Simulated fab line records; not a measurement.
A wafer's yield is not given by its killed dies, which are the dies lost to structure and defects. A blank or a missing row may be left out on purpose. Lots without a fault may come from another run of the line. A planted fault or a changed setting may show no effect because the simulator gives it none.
Chamber matching :: flow n5-finfet :: N5_SDB_CUT_ETCH_26 on rie-si-02 has 4 sister chambers
The step etches Si in HBr/Cl2/O2, target depth 129.6 nm, bt time 20 s, time 51.8 s. 14 wafers are shown with their chamber, then 7 later ones without.

## WAFERS PAIRED WITH THEIR CHAMBERS
wafer: L076.3
chamber: 1
drypump-motor-current-A (A): 5.5
oes_o_777_au (a.u.): 1.11
oes-product-au (a.u.): 1.021

wafer: L076.4
chamber: 2
drypump-motor-current-A (A): 5.9
oes_o_777_au (a.u.): 0.98
oes-product-au (a.u.): 1.011

wafer: L076.5
chamber: 0
drypump-motor-current-A (A): 5.2
oes_o_777_au (a.u.): 0.93
oes-product-au (a.u.): 1.003

wafer: L082.1
chamber: 1
drypump-motor-current-A (A): 5.5
oes_o_777_au (a.u.): 1.11
oes-product-au (a.u.): 1.018

wafer: L082.2
chamber: 2
drypump-motor-current-A (A): 5.9
oes_o_777_au (a.u.): 0.99
oes-product-au (a.u.): 1.014

wafer: L082.4
chamber: 0
drypump-motor-current-A (A): 5.2
oes_o_777_au (a.u.): 0.93
oes-product-au (a.u.): 1.011

wafer: L083.1
chamber: 3
drypump-motor-current-A (A): 5.4
oes_o_777_au (a.u.): 1.04
oes-product-au (a.u.): 1.015

wafer: L083.4
chamber: 0
drypump-motor-current-A (A): 5.2
oes_o_777_au (a.u.): 0.94
oes-product-au (a.u.): 1.005

wafer: L083.5
chamber: 3
drypump-motor-current-A (A): 5.4
oes_o_777_au (a.u.): 1.04
oes-product-au (a.u.): 1.015

wafer: L092.1
chamber: 2
drypump-motor-current-A (A): 5.9
oes_o_777_au (a.u.): 0.98
oes-product-au (a.u.): 1.010

wafer: L092.2
chamber: 1
drypump-motor-current-A (A): 5.5
oes_o_777_au (a.u.): 1.10
oes-product-au (a.u.): 1.009

wafer: L092.3
chamber: 0
drypump-motor-current-A (A): 5.2
oes_o_777_au (a.u.): 0.94
oes-product-au (a.u.): 1.004

wafer: L093.1
chamber: 2
drypump-motor-current-A (A): 5.9
oes_o_777_au (a.u.): 0.99
oes-product-au (a.u.): 1.016

wafer: L093.2
chamber: 1
drypump-motor-current-A (A): 5.4
oes_o_777_au (a.u.): 1.11
oes-product-au (a.u.): 1.015

SIGNATURES, as means of the wafers listed above
reading: drypump-motor-current-A
chamber 0: 5.200
chamber 1: 5.475
chamber 2: 5.900
chamber 3: 5.400
scatter within a chamber: 0.0274

reading: oes_o_777_au
chamber 0: 0.9350
chamber 1: 1.1075
chamber 2: 0.9850
chamber 3: 1.0400
scatter within a chamber: 0.00524

reading: oes-product-au
chamber 0: 1.00575
chamber 1: 1.01575
chamber 2: 1.01275
chamber 3: 1.01500
scatter within a chamber: 0.00374
Rule: distance of a wafer from a chamber = root of the sum over the readings of ((wafer's reading minus chamber's mean) / reading's scatter) squared. The wafer belongs to the nearest chamber; if the next one is less than 2 further off, it can't be placed. How the scatter is found: for the shown wafers, subtract from each reading the mean of its chamber, square and add these, divide the total by (wafers less chambers), then take the root.

## WAFERS WITHOUT THEIR CHAMBER
wafer: L093.4
drypump-motor-current-A (A): 5.2
oes_o_777_au (a.u.): 0.93
oes-product-au (a.u.): 1.003

wafer: L095.3
drypump-motor-current-A (A): 5.9
oes_o_777_au (a.u.): 0.99
oes-product-au (a.u.): 1.015

wafer: L095.4
drypump-motor-current-A (A): 5.4
oes_o_777_au (a.u.): 1.04
oes-product-au (a.u.): 1.029

wafer: L095.5
drypump-motor-current-A (A): 5.4
oes_o_777_au (a.u.): 1.04
oes-product-au (a.u.): 1.024

wafer: L096.2
drypump-motor-current-A (A): 5.9
oes_o_777_au (a.u.): 0.99
oes-product-au (a.u.): 1.016

wafer: L096.3
drypump-motor-current-A (A): 5.2
oes_o_777_au (a.u.): 0.94
oes-product-au (a.u.): 1.003

wafer: L096.5
drypump-motor-current-A (A): 5.2
oes_o_777_au (a.u.): 0.94
oes-product-au (a.u.): 1.001

## EACH ONE'S CHAMBER
wafer: L093.4
from the rows above: 0
in truth: 0

wafer: L095.3
from the rows above: 2
in truth: 2

wafer: L095.4
from the rows above: 3
in truth: 3

wafer: L095.5
from the rows above: 3
in truth: 3

wafer: L096.2
from the rows above: 2
in truth: 2

wafer: L096.3
from the rows above: 0
in truth: 0

wafer: L096.5
from the rows above: 0
in truth: 0
Correctly placed: 7 of 7. Can't be placed from these rows: 0. Wrongly placed: 0.
